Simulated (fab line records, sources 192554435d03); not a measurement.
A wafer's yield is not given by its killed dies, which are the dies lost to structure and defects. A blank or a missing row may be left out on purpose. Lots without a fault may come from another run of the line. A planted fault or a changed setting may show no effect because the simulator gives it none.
Which of the tools did it? ; flow n5-finfet ; 30 wafers from 10 lots sampled at 4 of the route's 1938 steps

WHAT EACH GAUGE READ, for each wafer
N5_BEOL_M8_INSPECT_58: inspects for defects (darkfield).
lot;measured;on;raw-defect-count
L502;day 10 16:27;defect-inspect-02;58 115 82
L507;day 10 22:13;defect-inspect-01;45 48 50
L506;day 11 02:20;defect-inspect-01;794 777 855
L508;day 12 00:43;defect-inspect-01;783 818 762
L510;day 12 01:54;defect-inspect-02;830 833 805
L513;day 13 06:45;defect-inspect-02;75 117 91
L512;day 13 15:01;defect-inspect-02;94 51 110
L519;day 14 04:44;defect-inspect-02;76 76 69
L520;day 15 03:28;defect-inspect-01;64 85 57
L524;day 16 15:04;defect-inspect-02;100 68 87

EACH LOT AND THE TOOL THAT RAN IT (in order: tool; ch and the chambers of the sampled wafers; start)
lot;N5_BEOL_M8_TRENCH_ETCH_37;N5_BEOL_M8_ALD_77;N5_BEOL_M8_PRE_CLEAN_55
L502;rie-diel-06 ch 1,2, day 10 13:41 or earlier;ald-metal-04 ch 0,2, day 10 13:41;pecvd-01 ch 0,1,2, day 10 16:20
L507;rie-diel-01 ch 0,1,2, day 10 19:58 or earlier;ald-metal-04 ch 0,2,3, day 10 19:58;pecvd-02 ch 0,2, day 10 22:06
L506;rie-diel-01 ch 0,2, day 10 20:33 or earlier;ald-metal-02 ch 0,1,2, day 10 20:33;pecvd-02 ch 0,1,2, day 11 02:13
L508;rie-diel-06 ch 0,1,2, day 11 22:52 or earlier;ald-metal-03 ch 0,1,2, day 11 22:52;pecvd-02 ch 0,2, day 12 00:35
L510;rie-diel-01 ch 0,1,3, day 11 23:46 or earlier;ald-metal-03 ch 1,3, day 11 23:46;pecvd-02 ch 1,2, day 12 01:47
L513;rie-diel-01 ch 0,2,3, day 13 03:13 or earlier;ald-metal-04 ch 0,2,3, day 13 03:13;pecvd-03 ch 1,2, day 13 06:38
L512;rie-diel-05 ch 1,2, day 13 10:42 or earlier;ald-metal-02 ch 0,3, day 13 10:42;pecvd-01 ch 0,2, day 13 14:53
L519;rie-diel-05 ch 0,2, day 14 01:32 or earlier;ald-metal-03 ch 0,2,3, day 14 01:32;pecvd-01 ch 0,1,2, day 14 04:37
L520;rie-diel-01 ch 0,2, day 15 01:26 or earlier;ald-metal-02 ch 1,2,3, day 15 01:26;pecvd-03 ch 0,1, day 15 03:21
L524;rie-diel-06 ch 2,3, day 16 13:02 or earlier;ald-metal-02 ch 0,1,3, day 16 13:02;pecvd-02 ch 0,2, day 16 14:56
- N5_BEOL_M8_TRENCH_ETCH_37: etches SiCOH lowk in C4F6/O2, target depth 93.478 nm, time 31.2 s.
- N5_BEOL_M8_ALD_77: deposits TaN, target thk 2 nm, pulse time 2 s, purge time 3 s.
- N5_BEOL_M8_PRE_CLEAN_55: time 15 s.

THE ANSWER, worked out from the rows above alone
Rule: what is usual is taken from the lots themselves. The widest of any qualifying gaps counts: lots, ordered by their means at a reading, are off when they make up no more than a third of the lots, leave a main group of 4 or more, and stand apart from it by 3 or more times the standard deviation of that group's means. Not used: any main group whose means are identical at the precision the tables above print for the reading. Also off: a lot with no number at a reading for which 4 or more lots have one. Any other lot the step has rows for is counted as sound.
Off: L506, L508, L510, at N5_BEOL_M8_INSPECT_58 (raw-defect-count). Mean 77 and standard deviation 14 in the main group.
A tool fits if, at a process step before that reading, it ran every lot that is off, and no sound lot after the first of them. Gauges at N5_BEOL_M8_INSPECT_58: tried the same way as those tools. N5_BEOL_M8_TRENCH_ETCH_37: start missing for some lots; hours and lot order therefore follow N5_BEOL_M8_ALD_77. No candidate that was tried fits.

WHAT HAD BEEN PUT IN BY THE SIMULATOR
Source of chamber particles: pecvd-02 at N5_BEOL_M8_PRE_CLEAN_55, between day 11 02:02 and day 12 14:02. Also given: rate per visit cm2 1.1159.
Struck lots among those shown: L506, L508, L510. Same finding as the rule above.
